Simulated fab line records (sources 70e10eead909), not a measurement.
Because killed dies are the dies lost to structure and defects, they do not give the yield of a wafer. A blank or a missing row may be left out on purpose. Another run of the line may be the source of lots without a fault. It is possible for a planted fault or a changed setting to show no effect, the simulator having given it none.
Struck lot and sound lot, side by side -- flow nandHarc -- 14 steps out of a route of 1302
Sound: the wafers L894.2, L894.4, L894.6. Struck: wafer L904.2 (left out: L904.1, L904.3 of the same lot, which were not struck); the cause appears at the end.
At each step with rows: each side's tool, then ch and its chambers, then its first start. Under that, the readings that differ: sound wafers -- struck wafers -- difference of the means -- sigmas: that difference in standard deviations of wafers without a fault.
alike: readings with means less than 2 such deviations apart, plus words and numbers identical on both sides. not compared: withheld readings, readings lacking a value on some wafer, bounds such as >300 that could conceal the same value, and numbers that have no deviation in the record and whose values overlap.
The two part at a step that has a row with sigmas, a row that says differs or no value, or rows on one side only. Numbers that have no deviation but don't overlap get no sigmas and don't part them. A reading missing from all wafers of one side parts the sides only when that side holds two or more wafers.

first, 1 step without rows for these wafers: NHARC_A_ONON_D1_DEP_09 (target thk 1000 nm).
NHARC_A_ONON_D1_THK_MEAS_11: measures by ellipsometry.
  struck on filmMetro-02, day 12 05:16; sound on filmMetro-01, day 8 10:06
  alike: thkNm
then NHARC_A_ONON_D1_DEP_12 (target thk 1000 nm), 1 step lacking rows for these wafers.
NHARC_A_ONON_D1_THK_MEAS_14: measures by ellipsometry.
  struck on filmMetro-02, day 12 05:50; sound on filmMetro-02, day 8 10:40
  alike: thkNm
then, 2 steps without rows for these wafers: NHARC_A_ONON_D1_ANNEAL_15 (time 3600 s); NHARC_A_ONON_D1_DEP_16 (target thk 1000 nm).
NHARC_A_ONON_D1_THK_MEAS_18: measures by ellipsometry.
  struck on filmMetro-02, day 12 15:48; sound on filmMetro-01, day 8 19:03
  alike: thkNm
then NHARC_A_ONON_D1_DEP_19 (target thk 1000 nm), 1 step lacking rows for these wafers.
NHARC_A_ONON_D1_THK_MEAS_21: measures by ellipsometry.
  struck on filmMetro-01, day 12 16:22; sound on filmMetro-02, day 8 19:37
  alike: thkNm
then NHARC_A_ONON_D1_DEP_22 (target thk 1000 nm), 1 step lacking rows for these wafers.
NHARC_A_ONON_D1_THK_MEAS_24: measures by ellipsometry.
  struck on filmMetro-01, day 12 16:56; sound on filmMetro-01, day 8 20:10
  alike: thkNm
NHARC_A_ONON_D1_DEP_25: target thk 1000 nm.
  sound on pecvdOnon-03 ch 0, day 8 20:17; struck on pecvdOnon-03 ch 0, day 12 16:59
NHARC_A_ONON_D1_THK_MEAS_27: measures by ellipsometry.
  struck on filmMetro-02, day 12 17:40; sound on filmMetro-01, day 8 20:44
reading,sound,struck,difference,sigmas
thkNm (nm),992 990 991,766,-225,-27
  not compared: hold
then, 1 step without rows for these wafers: NHARC_END_SORT_01.

== WHERE THEY PART ==
Only at NHARC_A_ONON_D1_THK_MEAS_27, as far as this record shows.

WHY: what the simulator had put in
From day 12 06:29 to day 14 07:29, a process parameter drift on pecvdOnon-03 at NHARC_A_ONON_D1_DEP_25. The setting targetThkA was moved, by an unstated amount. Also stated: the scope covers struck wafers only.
